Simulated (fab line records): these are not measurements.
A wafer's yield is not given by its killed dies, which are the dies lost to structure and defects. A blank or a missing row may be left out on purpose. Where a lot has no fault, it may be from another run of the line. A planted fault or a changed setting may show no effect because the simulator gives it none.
fab line records -- flow n5-finfet
record lots=7, wafers=39
route steps=1938 shown FIN_SAQP@125 HKMG_FIN@448 BEOL_M0_SAQP@636 BEOL_M4@1108 BEOL_M7@1267
start-h: hours from the record's opening day to when the first of the lot's shown wafers began -- wait-h: hours since the lot's step before -- " repeats the value in the row above -- L1.1+2: several wafers, shown together as one row -- - no value, or no start given -- * or withheld: withheld -- < > ~ a bound
route shown NAME@n: a module of which the file shows steps, and the number in the route of the first -- usual: mean/standard deviation taken from wafers without a fault -- same: alike in all rows -- chamber/n: place in a boat -- sites: readings site by site -- _std_site: the standard deviation of these -- _edge_site: inner sites' mean taken away from outer sites' mean -- radius-mm: for every site, how far away it sits from the centre of the wafer -- mask NAME#n: copy n -- behind: the last tool/chamber to shape the wafer -- hold: why the lot was held/for how many hours/how that ended -- device: the n, p or np transistor that did not switch -- end of line: at the end of the route, the tests of the same wafers -- step lacking rows: just its recipe -- killed: count of dies lost to structure and defects at first sort (not the wafer's yield) -- map: a wafer's dies, x killed, . not, _ none there
set.NAME: setting as actually run; set.NAME@STEP: the setting as run at that earlier step -- model.NAME: the simulator's own value behind a step, which no gauge read
one table per step and one row per wafer, for lots whose settings were changed on purpose
## steps
# step N5_FIN_SAQP_SPACER1_ALD_24
# recipe material=SiO2, target-thk-a=203, temp-c=300, ald-precursor-family=BDEAS, ald-co-reactant=O2-plasma, pulse-time-s=1, purge-time-s=2, co-reactant-purge-time-s=2, ald-cycles=218, pressure-torr=2
lot.wafer,tool,chamber,start-h,wait-h,set.ald-cycles,model.SiO2_of_FIN_SAQP_SPACER1_ALD_24.thk-nm
L074.1+4+5+6,ald-sin-02,"0,2,0,1",23.92,0.3,218,20.4
L074.2+3,ald-sin-02,"3,1",23.92,0.3,218,20.2
L077.1+6,ald-sin-01,1,41.64,0.6,301,27.8
L077.2+3+4,ald-sin-01,"0,2,3",41.64,0.6,218,20.2
L077.5,ald-sin-01,0,41.64,0.6,301,28
L079.1+5,ald-sin-02,0,52.57,0.3,218,20.4
L079.2,ald-sin-02,3,52.57,0.3,218,20.2
L083.1+4+6,ald-sin-01,"1,3,0",77.23,0.3,218,20.2
L083.2,ald-sin-01,2,77.23,0.3,260,24
L083.3,ald-sin-01,0,77.23,0.3,260,24.4
L083.5,ald-sin-01,1,77.23,0.3,260,24.2
L089.1+4,ald-sin-01,"1,3",113.43,0.4,218,20.2
L089.2+6,ald-sin-01,"2,1",113.43,0.4,334,31
L089.3,ald-sin-01,0,113.43,0.4,218,20.4
L089.5,ald-sin-01,0,113.43,0.4,334,31.2
L091.1,ald-sin-01,0,125.09,0.9,218,20.4
L091.2+3,ald-sin-01,"3,1",125.09,0.9,121,11.2
L091.4,ald-sin-01,2,125.09,0.9,121,11
L091.5,ald-sin-01,1,125.09,0.9,218,20.2
L091.6,ald-sin-01,2,125.09,0.9,218,20
L096.1+2,ald-sin-01,"0,3",154.85,0.3,180,16.8
L096.3,ald-sin-01,2,154.85,0.3,180,16.6
L096.4+5,ald-sin-01,"1,0",154.85,0.3,218,20.2
L096.6,ald-sin-01,3,154.85,0.3,218,20.4
# step N5_FIN_SAQP_SPACER1_ETCHBACK_25
# recipe chemistry=CHF3/O2, mode=anisotropic-etchback, target=SiO2, target-depth-a=244, time-s=12.2, pressure-mtorr=30, source-w=650, bias-w=170, Ar_flow_sccm=200, CHF3_flow_sccm=50, O2_flow_sccm=5, ion-energy-ev=200
# step N5_FIN_SAQP_MANDREL1_REMOVE_56
# recipe chemistry=HBr/Cl2/O2, bt-time-s=10, target=a-Si, stop-on=SiNx, endpoint=OES-SiCl, over-etch-frac=1, icp-w=600, bias-w=22, HBr_flow_sccm=150, Cl2_flow_sccm=80, O2_flow_sccm=5, pressure-mtorr=10
lot.wafer,tool,chamber,start-h,wait-h,set.ald-cycles@FIN_SAQP_SPACER1_ALD_24,model.FIN_SAQP.cd-nm
L074.1+6,rie-si-02,"2,3",24.73,0.1,218,20.2
L074.2+4,rie-si-02,"1,0",24.73,0.1,218,20.4
L074.3,rie-si-02,3,24.73,0.1,218,20
L074.5,rie-si-02,0,24.73,0.1,218,20.6
L077.1+6,rie-si-03,"0,3",42.45,0.1,301,27.8
L077.2,rie-si-03,3,42.45,0.1,218,20.4
L077.3,rie-si-03,2,42.45,0.1,218,20
L077.4,rie-si-03,1,42.45,0.1,218,20.2
L077.5,rie-si-03,2,42.45,0.1,301,28
L079.1,rie-si-01,3,53.37,0.1,218,20.4
L079.2,rie-si-01,1,53.37,0.1,218,20.2
L079.5,rie-si-01,2,53.37,0.1,218,20.6
L083.1+4+6,rie-si-03,"1,3,2",78.03,0.1,218,20.2
L083.2,rie-si-03,2,78.03,0.1,260,24
L083.3+5,rie-si-03,"0,1",78.03,0.1,260,24.2
L089.1,rie-si-01,3,114.23,0.1,218,20.2
L089.2+5,rie-si-01,"0,3",114.23,0.1,334,31
L089.3,rie-si-01,2,114.23,0.1,218,20.6
L089.4,rie-si-01,1,114.23,0.1,218,20.4
L089.6,rie-si-01,2,114.23,0.1,334,31.2
L091.1+6,rie-si-02,"1,0",125.90,0.1,218,20.2
L091.2+4,rie-si-02,"3,0",125.90,0.1,121,11
L091.3,rie-si-02,2,125.90,0.1,121,10.8
L091.5,rie-si-02,3,125.90,0.1,218,20
L096.1,rie-si-02,0,155.66,0.1,180,17
L096.2+3,rie-si-02,"1,2",155.66,0.1,180,16.6
L096.4,rie-si-02,3,155.66,0.1,218,20.2
L096.5+6,rie-si-02,"0,1",155.66,0.1,218,20.4
# step N5_FIN_SAQP_CD_MEAS_27
# recipe target-cd-nm=20, landing-energy-ev=1000, detector=se-inlens, polarity=line
# usual cd-nm=20.24/0.25
lot.wafer,tool,chamber,start-h,wait-h,set.ald-cycles@FIN_SAQP_SPACER1_ALD_24,cd-nm
L074.1,cd-sem-02,0,24.84,0.1,218,20.21
L074.2,cd-sem-02,0,24.84,0.1,218,20.30
L074.3,cd-sem-02,0,24.84,0.1,218,20.19
L074.4,cd-sem-02,0,24.84,0.1,218,20.52
L074.5,cd-sem-02,0,24.84,0.1,218,20.65
L074.6,cd-sem-02,0,24.84,0.1,218,20.26
L077.1,cd-sem-02,0,42.56,0.1,301,27.95
L077.2,cd-sem-02,0,42.56,0.1,218,20.33
L077.3,cd-sem-02,0,42.56,0.1,218,20.00
L077.4,cd-sem-02,0,42.56,0.1,218,20.54
L077.5,cd-sem-02,0,42.56,0.1,301,27.80
L077.6,cd-sem-02,0,42.56,0.1,301,28.25
L079.1,cd-sem-01,0,53.48,0.1,218,20.51
L079.2,cd-sem-01,0,53.48,0.1,218,20.15
L079.5,cd-sem-01,0,53.48,0.1,218,20.74
L083.1,cd-sem-01,0,78.14,0.1,218,20.28
L083.2,cd-sem-01,0,78.14,0.1,260,24.06
L083.3,cd-sem-01,0,78.14,0.1,260,24.33
L083.4,cd-sem-01,0,78.14,0.1,218,20.08
L083.5,cd-sem-01,0,78.14,0.1,260,24.35
L083.6,cd-sem-01,0,78.14,0.1,218,20.36
L089.1,cd-sem-01,0,114.34,0.1,218,20.55
L089.2,cd-sem-01,0,114.34,0.1,334,30.74
L089.3,cd-sem-01,0,114.34,0.1,218,20.40
L089.4,cd-sem-01,0,114.34,0.1,218,20.03
L089.5,cd-sem-01,0,114.34,0.1,334,30.79
L089.6,cd-sem-01,0,114.34,0.1,334,31.50
L091.1,cd-sem-01,0,126.01,0.1,218,19.91
L091.2,cd-sem-01,0,126.01,0.1,121,11.19
L091.3,cd-sem-01,0,126.01,0.1,121,10.71
L091.4,cd-sem-01,0,126.01,0.1,121,11.05
L091.5,cd-sem-01,0,126.01,0.1,218,19.85
L091.6,cd-sem-01,0,126.01,0.1,218,19.68
L096.1,cd-sem-01,0,155.77,0.1,180,16.82
L096.2,cd-sem-01,0,155.77,0.1,180,16.43
L096.3,cd-sem-01,0,155.77,0.1,180,16.43
L096.4,cd-sem-01,0,155.77,0.1,218,20.02
L096.5,cd-sem-01,0,155.77,0.1,218,20.54
L096.6,cd-sem-01,0,155.77,0.1,218,20.54
# step N5_HKMG_FIN_NWFM_ALD_20
# recipe material=TiAlC, target-thk-a=20, temp-c=300, ald-precursor-family=TiCl4, ald-co-reactant=TEA, pulse-time-s=3, purge-time-s=2, co-reactant-purge-time-s=2, co-reactant-pulse-time-s=10, ald-cycles=7, pressure-torr=3
lot.wafer,tool,chamber,start-h,wait-h,set.ald-cycles,model.TiAlC_of_HKMG_FIN_NWFM_ALD_20.thk-nm
L074.1+2+3+4+5+6,ald-metal-02,"3,2,0,1,2,1",81.67,0.3,7,2
L077.1+3+4,ald-metal-03,"3,0,2",103.50,0.3,7,2
L077.2+5+6,ald-metal-03,"1,1,0",103.50,0.3,3,0.8
L079.1+2+5,ald-metal-02,"3,1,1",108.30,0.3,7,2
L083.1+2+3+4+5+6,ald-metal-01,"3,0,2,1,1,0",132.00,0.3,7,2
L089.1+2+3,ald-metal-02,"0,3,1",168.05,0.3,11,3.2
L089.4+5+6,ald-metal-02,"2,0,3",168.05,0.3,7,2
L091.1+3+4,ald-metal-03,"1,3,0",177.61,0.3,10,2.8
L091.2+5+6,ald-metal-03,"2,0,3",177.61,0.3,7,2
L096.1+4+5,ald-metal-02,"1,2,0",209.52,0.3,8,2.2
L096.2+3+6,ald-metal-02,"3,0,1",209.52,0.3,7,2
# step N5_BEOL_M0_SAQP_PECVD_96
# recipe material=a-Si, target-thk-a=450, temp-c=350, precursor=SiH4/He, pressure-torr=3, rf-w=100, time-s=45.2
lot.wafer,tool,chamber,start-h,wait-h,set.time-s,model.a-Si_of_BEOL_M0_SAQP_PECVD_96.thk-nm
L074.1,pecvd-04,2,112.57,0.0,45.2,44.8
L074.2,pecvd-04,1,112.57,0.0,64.17,63.2
L074.3,pecvd-04,0,112.57,0.0,64.17,63.4
L074.4,pecvd-04,2,112.57,0.0,64.17,64.8
L074.5+6,pecvd-04,"0,1",112.57,0.0,45.2,45.2
L077.1,pecvd-04,0,138.38,0.0,45.2,44.4
L077.2,pecvd-04,1,138.38,0.0,45.2,44.6
L077.3+4,pecvd-04,"2,0",138.38,0.0,45.2,45.2
L077.5,pecvd-04,2,138.38,0.0,45.2,46.2
L077.6,pecvd-04,1,138.38,0.0,45.2,45.8
L079.1,pecvd-02,0,138.90,0.0,45.2,44.6
L079.2,pecvd-02,1,138.90,0.0,45.2,43.6
L079.5,pecvd-02,1,138.90,0.0,45.2,44.2
L083.1,pecvd-02,2,160.86,0.0,64.26,63
L083.2,pecvd-02,0,160.86,0.0,64.26,63.8
L083.3,pecvd-02,1,160.86,0.0,64.26,63.2
L083.4,pecvd-02,1,160.86,0.0,45.2,44.8
L083.5,pecvd-02,0,160.86,0.0,45.2,45.8
L083.6,pecvd-02,2,160.86,0.0,45.2,46
L089.1,pecvd-04,1,197.95,0.0,27.7,27.2
L089.2,pecvd-04,2,197.95,0.0,45.2,45
L089.3,pecvd-04,0,197.95,0.0,27.7,26.6
L089.4,pecvd-04,1,197.95,0.0,45.2,44.8
L089.5,pecvd-04,0,197.95,0.0,27.7,26.8
L089.6,pecvd-04,2,197.95,0.0,45.2,45.2
L091.1+6,pecvd-01,"1,0",208.57,0.0,45.2,44.8
L091.2,pecvd-01,2,208.57,0.0,45.2,44.6
L091.3,pecvd-01,0,208.57,0.0,45.2,44.2
L091.4,pecvd-01,2,208.57,0.0,45.2,45.6
L091.5,pecvd-01,1,208.57,0.0,45.2,45.4
L096.1,pecvd-02,2,238.01,0.0,21.81,22.2
L096.2,pecvd-02,0,238.01,0.0,45.2,44.6
L096.3,pecvd-02,0,238.01,0.0,21.81,21.6
L096.4,pecvd-02,2,238.01,0.0,45.2,45.4
L096.5,pecvd-02,2,238.01,0.0,45.2,45
L096.6,pecvd-02,0,238.01,0.0,21.81,21.4
# step N5_BEOL_M0_SAQP_PECVD_97
# recipe material=SiNx, target-thk-a=230, temp-c=350, precursor=SiH4/NH3/N2, pressure-torr=1.5, rf-w=300, time-s=19.9
# step N5_BEOL_M0_SAQP_PECVD_04
# recipe material=a-Si, target-thk-a=600, temp-c=350, precursor=SiH4/He, pressure-torr=3, rf-w=100, time-s=60.2
# step N5_BEOL_M0_SAQP_ETCH_101
# recipe chemistry=CH3F/O2, target=SiNx, mask-material=SiO2, target-depth-a=299, time-s=42.7, pressure-mtorr=30, source-w=395, bias-w=73, Ar_flow_sccm=150, CH3F_flow_sccm=30, O2_flow_sccm=20, ion-energy-ev=120
# step N5_BEOL_M0_SAQP_ETCH_102
# recipe chemistry=CF4, target=SiO2, target-depth-a=40, ion-energy-ev=350, time-s=4.4, pressure-mtorr=10, icp-w=800, bias-w=400, cf4-flow-sccm=80
# step N5_BEOL_M0_SAQP_MANDREL_ETCH_103
# recipe chemistry=HBr/Cl2, target=a-Si, target-depth-a=450, bt-time-s=10, stop-on=SiCN, mask-material=SiO2, over-etch-frac=0.8, time-s=27, pressure-mtorr=10, icp-w=800, bias-w=75, HBr_flow_sccm=150, Cl2_flow_sccm=80, ends=end-point
# usual oes-product-au=0.683/0.013
lot.wafer,tool,chamber,start-h,wait-h,set.time-s@BEOL_M0_SAQP_PECVD_96,oes-product-au,model.etch.depth-nm
L074.1,rie-si-05,1,115.37,0.0,45.2,0.689,44.78
L074.2,rie-si-05,2,115.37,0.0,64.17,0.842,63.1
L074.3,rie-si-05,3,115.37,0.0,64.17,0.837,63.49
L074.4,rie-si-05,0,115.37,0.0,64.17,0.851,64.85
L074.5,rie-si-05,1,115.37,0.0,45.2,0.687,45.19
L074.6,rie-si-05,0,115.37,0.0,45.2,0.672,45.12
L077.1,rie-si-06,0,140.78,0.0,45.2,0.697,44.45
L077.2,rie-si-06,1,140.78,0.0,45.2,0.683,44.56
L077.3,rie-si-06,3,140.78,0.0,45.2,0.685,45.19
L077.4,rie-si-06,0,140.78,0.0,45.2,0.701,45.17
L077.5,rie-si-06,3,140.78,0.0,45.2,0.695,46.13
L077.6,rie-si-06,1,140.78,0.0,45.2,0.683,45.87
L079.1,rie-si-06,1,141.43,0.0,45.2,0.678,44.5
L079.2,rie-si-06,2,141.43,0.0,45.2,0.654,43.55
L079.5,rie-si-06,0,141.43,0.0,45.2,0.689,44.14
L083.1,rie-si-06,0,163.61,0.0,64.26,0.860,62.94
L083.2,rie-si-06,2,163.61,0.0,64.26,0.830,63.87
L083.3,rie-si-06,1,163.61,0.0,64.26,0.843,63.23
L083.4,rie-si-06,3,163.61,0.0,45.2,0.679,44.88
L083.5,rie-si-06,3,163.61,0.0,45.2,0.691,45.79
L083.6,rie-si-06,0,163.61,0.0,45.2,0.708,45.93
L089.1,rie-si-04,3,201.79,0.0,27.7,0.545,27.18
L089.2,rie-si-04,0,201.79,0.0,45.2,0.694,44.93
L089.3,rie-si-04,1,201.79,0.0,27.7,0.512,26.63
L089.4,rie-si-04,2,201.79,0.0,45.2,0.661,44.88
L089.5,rie-si-04,3,201.79,0.0,27.7,0.525,26.72
L089.6,rie-si-04,0,201.79,0.0,45.2,0.705,45.23
L091.1,rie-si-04,2,210.96,0.0,45.2,0.665,44.76
L091.2,rie-si-04,0,210.96,0.0,45.2,0.700,44.63
L091.3,rie-si-04,1,210.96,0.0,45.2,0.665,44.12
L091.4,rie-si-04,3,210.96,0.0,45.2,0.695,45.56
L091.5,rie-si-04,3,210.96,0.0,45.2,0.702,45.47
L091.6,rie-si-04,2,210.96,0.0,45.2,0.680,44.73
L096.1,rie-si-04,0,241.50,0.0,21.81,0.491,22.19
L096.2,rie-si-04,3,241.50,0.0,45.2,0.690,44.52
L096.3,rie-si-04,1,241.50,0.0,21.81,0.470,21.58
L096.4,rie-si-04,2,241.50,0.0,45.2,0.675,45.4
L096.5,rie-si-04,1,241.50,0.0,45.2,0.672,45.09
L096.6,rie-si-04,0,241.50,0.0,21.81,0.493,21.32
# step N5_BEOL_M4_DEP_57
# recipe material=SiCN, target-thk-a=80, temp-c=withheld, precursor=3MS/NH3, pressure-torr=3, rf-w=202, time-s=14
lot.wafer,tool,chamber,start-h,wait-h,set.time-s,model.SiCN_of_BEOL_M4_DEP_57.thk-nm
L074.1,pecvd-01,2,178.52,0.0,14,7.8
L074.2+4,pecvd-01,"0,1",178.52,0.0,17.12,9.8
L074.3+6,pecvd-01,"1,2",178.52,0.0,14,8
L074.5,pecvd-01,0,178.52,0.0,17.12,10
L077.1,pecvd-03,2,206.88,0.0,22.21,12.4
L077.2,pecvd-03,0,206.88,0.0,22.21,12.6
L077.3+4+5,pecvd-03,"1,0,2",206.88,0.0,14,8
L077.6,pecvd-03,1,206.88,0.0,22.21,13
L079.1+5,pecvd-02,2,207.60,0.0,14,8
L079.2,pecvd-02,1,207.60,0.0,14,8.2
L083.1,pecvd-02,2,233.82,0.0,16.29,9
L083.2+4+5,pecvd-02,0,233.82,0.0,14,8
L083.3,pecvd-02,2,233.82,0.0,16.29,9.2
L083.6,pecvd-02,2,233.82,0.0,16.29,9.4
L091.1+2,pecvd-02,"0,2",290.50,0.0,14,8
L091.3,pecvd-02,1,290.50,0.0,6.488,4.2
L091.4,pecvd-02,0,290.50,0.0,6.488,3.8
L091.5,pecvd-02,1,290.50,0.0,14,8.2
L091.6,pecvd-02,2,290.50,0.0,6.488,4
L089.1+2,pecvd-03,"1,0",290.82,0.0,10.87,6.2
L089.3,pecvd-03,2,290.82,0.0,14,7.8
L089.4,pecvd-03,1,290.82,0.0,10.87,6.6
L089.5+6,pecvd-03,"2,0",290.82,0.0,14,8
L096.1+5,pecvd-03,2,317.70,0.0,14,7.8
L096.2+3,pecvd-03,"1,0",317.70,0.0,16.15,9.4
L096.4,pecvd-03,0,317.70,0.0,16.15,9.6
L096.6,pecvd-03,1,317.70,0.0,14,8.2
# step N5_BEOL_M7_HM_DEP_02
# recipe material=TiN, target-thk-a=200, temp-c=25, chamber-pressure-pa=0.49996
lot.wafer,tool,chamber,start-h,wait-h,set.target-thk-a,model.TiN_of_BEOL_M7_HM_DEP_02.thk-nm
L074.1+2+6,pvd-sputter-01,-,200.89,1.2,200,20
L074.3+4,pvd-sputter-01,-,200.89,1.2,277.2,27.8
L074.5,pvd-sputter-01,-,200.89,1.2,277.2,27.6
L077.1+4,pvd-sputter-02,-,230.89,0.1,200,20.4
L077.2+5,pvd-sputter-02,-,230.89,0.1,200,20.6
L077.3,pvd-sputter-02,-,230.89,0.1,200,20.2
L077.6,pvd-sputter-02,-,230.89,0.1,200,20
L079.1,pvd-sputter-02,-,233.45,2.0,200,20
L079.2,pvd-sputter-02,-,233.45,2.0,200,19.6
L079.5,pvd-sputter-02,-,233.45,2.0,200,19.8
L083.1+3,pvd-sputter-01,-,259.77,0.6,200,19.8
L083.2,pvd-sputter-01,-,259.77,0.6,270.5,27.2
L083.4,pvd-sputter-01,-,259.77,0.6,200,20
L083.5,pvd-sputter-01,-,259.77,0.6,270.5,27
L083.6,pvd-sputter-01,-,259.77,0.6,270.5,26.8
L091.1,pvd-sputter-02,-,314.19,1.4,148.7,14.6
L091.2,pvd-sputter-02,-,314.19,1.4,200,20.2
L091.3+5,pvd-sputter-02,-,314.19,1.4,200,20.4
L091.4,pvd-sputter-02,-,314.19,1.4,148.7,15.6
L091.6,pvd-sputter-02,-,314.19,1.4,148.7,14.8
L089.1,pvd-sputter-02,-,314.29,0.7,126.4,13.2
L089.2,pvd-sputter-02,-,314.29,0.7,200,19.6
L089.3,pvd-sputter-02,-,314.29,0.7,126.4,12.6
L089.4,pvd-sputter-02,-,314.29,0.7,126.4,13
L089.5,pvd-sputter-02,-,314.29,0.7,200,20.6
L089.6,pvd-sputter-02,-,314.29,0.7,200,20
L096.1,pvd-sputter-02,-,339.36,1.5,301.4,30
L096.2,pvd-sputter-02,-,339.36,1.5,200,19.8
L096.3,pvd-sputter-02,-,339.36,1.5,301.4,30.4
L096.4,pvd-sputter-02,-,339.36,1.5,200,20.2
L096.5,pvd-sputter-02,-,339.36,1.5,301.4,30.6
L096.6,pvd-sputter-02,-,339.36,1.5,200,20.4
# step N5_BEOL_M7_COAT_59
# recipe resist=SOC, temp-c=250, time-s=60, spin-rpm=1500, resist-thk-nm=100
# step N5_BEOL_M7_COAT_60
# recipe resist=SiARC, temp-c=220, time-s=60, spin-rpm=1500, resist-thk-nm=35
# step N5_BEOL_M7_STRIP_68
# recipe chemistry=N2/H2, temp-c=40, n2-flow-sccm=200, h2-flow-sccm=200, rf-frequency-hz=6e+07
# step N5_BEOL_M7_STRIP_67
# recipe chemistry=CF4, resist=SiARC, power-w=300, bias-power-w=75, pressure-mtorr=50, cf4-flow-sccm=150, rf-frequency-hz=6e+07
# step N5_BEOL_M7_HM_OPEN_17
# recipe chemistry=Cl2/BCl3, target-depth-a=200, overetch-a=60, target=TiN, mask-material=SOC, ion-energy-ev=150, pressure-mtorr=10, icp-w=1000, bias-w=126, Cl2_flow_sccm=53.25, bcl3-flow-sccm=21.75, Ar_flow_sccm=25
lot.wafer,tool,chamber,start-h,wait-h,set.target-thk-a@BEOL_M7_HM_DEP_02,model.etch.depth-nm
L074.1,rie-metal-01,1,201.68,0.0,200,20.05
L074.2,rie-metal-01,0,201.68,0.0,200,19.94
L074.3,rie-metal-01,1,201.68,0.0,277.2,25.26
L074.4,rie-metal-01,0,201.68,0.0,277.2,25.48
L074.5,rie-metal-01,0,201.68,0.0,277.2,25.46
L074.6,rie-metal-01,1,201.68,0.0,200,20.03
L077.1,rie-metal-03,1,231.76,0.0,200,20.38
L077.2,rie-metal-03,0,231.76,0.0,200,20.68
L077.3,rie-metal-03,1,231.76,0.0,200,20.11
L077.4,rie-metal-03,0,231.76,0.0,200,20.39
L077.5,rie-metal-03,0,231.76,0.0,200,20.62
L077.6,rie-metal-03,1,231.76,0.0,200,20.02
L079.1,rie-metal-01,0,234.80,0.0,200,19.96
L079.2,rie-metal-01,0,234.80,0.0,200,19.55
L079.5,rie-metal-01,0,234.80,0.0,200,19.9
L083.1,rie-metal-02,0,261.57,0.0,200,19.88
L083.2,rie-metal-02,1,261.57,0.0,270.5,24.82
L083.3,rie-metal-02,0,261.57,0.0,200,19.73
L083.4,rie-metal-02,1,261.57,0.0,200,19.94
L083.5,rie-metal-02,1,261.57,0.0,270.5,24.91
L083.6,rie-metal-02,0,261.57,0.0,270.5,26.76
L091.1,rie-metal-02,1,315.05,0.0,148.7,14.67
L091.2,rie-metal-02,1,315.05,0.0,200,20.24
L091.3,rie-metal-02,1,315.05,0.0,200,20.5
L091.4,rie-metal-02,1,315.05,0.0,148.7,15.55
L091.5,rie-metal-02,1,315.05,0.0,200,20.43
L091.6,rie-metal-02,1,315.05,0.0,148.7,14.85
L089.1,rie-metal-03,0,315.22,0.0,126.4,13.14
L089.2,rie-metal-03,1,315.22,0.0,200,19.69
L089.3,rie-metal-03,0,315.22,0.0,126.4,12.63
L089.4,rie-metal-03,1,315.22,0.0,126.4,12.92
L089.5,rie-metal-03,0,315.22,0.0,200,20.65
L089.6,rie-metal-03,1,315.22,0.0,200,20.01
L096.1,rie-metal-02,0,340.24,0.0,301.4,26.39
L096.2,rie-metal-02,1,340.24,0.0,200,19.72
L096.3,rie-metal-02,1,340.24,0.0,301.4,24.66
L096.4,rie-metal-02,0,340.24,0.0,200,20.23
L096.5,rie-metal-02,0,340.24,0.0,301.4,26.59
L096.6,rie-metal-02,1,340.24,0.0,200,20.32
## key
split step=N5_FIN_SAQP_SPACER1_ALD_24, setting=ald-cycles, stated=218, by=wafer
response step=N5_FIN_SAQP_SPACER1_ALD_24, reading=model.SiO2_of_FIN_SAQP_SPACER1_ALD_24.thk-nm, change=+0.203, per=1%, r=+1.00
response step=N5_FIN_SAQP_MANDREL1_REMOVE_56, reading=model.FIN_SAQP.cd-nm, change=+0.203, per=1%, r=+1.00
response step=N5_FIN_SAQP_CD_MEAS_27, reading=cd-nm, change=+0.202, per=1%, r=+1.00
split step=N5_HKMG_FIN_NWFM_ALD_20, setting=ald-cycles, stated=7, by=wafer
response step=N5_HKMG_FIN_NWFM_ALD_20, reading=model.TiAlC_of_HKMG_FIN_NWFM_ALD_20.thk-nm, change=+0.0203, per=1%, r=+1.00
split step=N5_BEOL_M0_SAQP_PECVD_96, setting=time-s, stated=45.2, by=wafer
response step=N5_BEOL_M0_SAQP_PECVD_96, reading=model.a-Si_of_BEOL_M0_SAQP_PECVD_96.thk-nm, change=+0.446, per=1%, r=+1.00
response step=N5_BEOL_M0_SAQP_MANDREL_ETCH_103, reading=oes-product-au, change=+0.0038, per=1%, r=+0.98
response step=N5_BEOL_M0_SAQP_MANDREL_ETCH_103, reading=model.etch.depth-nm, change=+0.447, per=1%, r=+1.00
split step=N5_BEOL_M4_DEP_57, setting=time-s, stated=14, by=wafer
response step=N5_BEOL_M4_DEP_57, reading=model.SiCN_of_BEOL_M4_DEP_57.thk-nm, change=+0.0785, per=1%, r=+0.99
split step=N5_BEOL_M7_HM_DEP_02, setting=target-thk-a, stated=200, by=wafer
response step=N5_BEOL_M7_HM_DEP_02, reading=model.TiN_of_BEOL_M7_HM_DEP_02.thk-nm, change=+0.2, per=1%, r=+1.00
response step=N5_BEOL_M7_HM_OPEN_17, reading=model.etch.depth-nm, change=+0.151, per=1%, r=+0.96
